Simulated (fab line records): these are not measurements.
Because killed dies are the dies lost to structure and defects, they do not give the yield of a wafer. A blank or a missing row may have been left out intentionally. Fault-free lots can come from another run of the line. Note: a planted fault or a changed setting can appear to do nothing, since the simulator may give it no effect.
Chamber matching -- flow nand-harc -- 4 sister chambers for NHARC_A_STAIRCASE_TRIM_200 on rie-diel-05
The step chemistry O2, time 211.2 s. 14 wafers are shown with their chamber, then 7 later ones without.

== WAFERS WITH THEIR CHAMBER ==
wafer,chamber,showerhead-plenum-p-Torr (Torr),drypump-motor-current-A (A),run-length-s (s)
L354.3,1,3.65,5.3,233.4
L354.5,2,3.52,4.7,233.0
L354.6,1,3.65,5.3,233.3
L356.3,0,3.32,5.8,233.5
L356.4,2,3.51,4.7,233.1
L356.6,0,3.32,5.9,232.7
L360.4,1,3.64,5.4,233.0
L360.6,0,3.32,5.9,232.6
L362.5,0,3.31,5.8,232.8
L370.1,2,3.49,4.6,233.1
L370.2,3,3.69,6.3,232.6
L370.3,1,3.62,5.3,233.9
L371.1,1,3.62,5.3,233.3
L371.4,3,3.69,6.3,232.4

SIGNATURES (averages over the wafers above)
reading,chamber 0,chamber 1,chamber 2,chamber 3,scatter within a chamber
showerhead-plenum-p-Torr,3.3175,3.6360,3.5067,3.6900,0.0121
drypump-motor-current-A,5.850,5.320,4.667,6.300,0.0497
run-length-s,232.900,233.380,233.067,232.500,0.309
Rule: a wafer lies at a distance from a chamber equal to the root of the sum of squares, over the readings, of (its reading less the chamber's mean, divided by the reading's scatter). If the next closest chamber is less than 2 further off than the closest, the wafer can't be placed; otherwise it belongs to the closest. How the scatter is found: for the shown wafers, subtract from each reading the mean of its chamber, square and add these, divide the total by (wafers less chambers), then take the root.

== WAFERS MISSING THEIR CHAMBER ==
wafer,showerhead-plenum-p-Torr (Torr),drypump-motor-current-A (A),run-length-s (s)
L371.5,3.62,5.4,233.5
L372.1,3.68,6.3,233.1
L372.4,3.30,5.8,232.9
L372.6,3.30,5.9,232.7
L374.3,3.68,6.3,232.9
L374.4,3.48,4.7,233.2
L374.5,3.68,6.3,233.2

== CHAMBER TAKEN BY EACH ==
wafer,from the rows above,in truth
L371.5,1,1
L372.1,3,3
L372.4,0,0
L372.6,0,0
L374.3,3,3
L374.4,2,2
L374.5,3,3
Correct placement for 7 of the 7. Can't be placed from these rows: 0. Wrongly placed: 0.
